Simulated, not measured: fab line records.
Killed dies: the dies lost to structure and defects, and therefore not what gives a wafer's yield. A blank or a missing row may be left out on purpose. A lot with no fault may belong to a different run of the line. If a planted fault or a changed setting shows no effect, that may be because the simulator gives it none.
Matching of chambers + flow n5 finfet + N5_BEOL_M11_DESCUM_33 on rie diel-04: 4 sister chambers
The step chemistry O2, time 7.9 s. 8 wafers are shown with their chamber, then 9 later ones without.

## WAFERS, EACH WITH ITS CHAMBER
| wafer  | chamber | throttle valve pct (%) | showerhead plenum p Torr (Torr) |
|--------|---------|------------------------|---------------------------------|
| L081.2 | 1       | 20.48                  | 2.20                            |
| L081.4 | 2       | 20.09                  | 2.04                            |
| L083.2 | 2       | 20.10                  | 2.03                            |
| L083.5 | 1       | 20.48                  | 2.20                            |
| L083.6 | 3       | 20.68                  | 2.16                            |
| L086.4 | 0       | 20.52                  | 2.07                            |
| L086.5 | 0       | 20.50                  | 2.07                            |
| L086.6 | 3       | 20.69                  | 2.16                            |

## WAFERS WITHOUT THEIR CHAMBER
| wafer  | throttle valve pct (%) | showerhead plenum p Torr (Torr) |
|--------|------------------------|---------------------------------|
| L088.1 | 20.71                  | 2.16                            |
| L088.2 | 20.13                  | 2.03                            |
| L088.4 | 20.50                  | 2.20                            |
| L092.4 | 20.14                  | 2.03                            |
| L092.5 | 20.13                  | 2.03                            |
| L092.6 | 20.52                  | 2.19                            |
| L095.2 | 20.71                  | 2.16                            |
| L095.4 | 20.13                  | 2.03                            |
| L095.6 | 20.13                  | 2.03                            |

## CHAMBER TAKEN BY EACH
| wafer  | from the rows above | in truth |
|--------|---------------------|----------|
| L088.1 | 3                   | 3        |
| L088.2 | 2                   | 2        |
| L088.4 | 1                   | 1        |
| L092.4 | 2                   | 2        |
| L092.5 | 2                   | 2        |
| L092.6 | 1                   | 1        |
| L095.2 | 3                   | 3        |
| L095.4 | 2                   | 2        |
| L095.6 | 2                   | 2        |
Placed correctly: 9 of 9. Not placeable from these rows: 0. Placed wrongly: 0.
How it was worked out, from the rows above alone: a wafer's distance from a chamber is the root of the sum, over the readings, of the square of ((its reading less the chamber's mean) divided by the reading's scatter). The wafer belongs to the nearest chamber; if the next one is less than 2 further off, it can't be placed. A chamber's mean is the mean of its shown wafers. The scatter: the root of (the sum of the squares of (reading less its chamber's mean) over the shown wafers, divided by (wafers less chambers)).
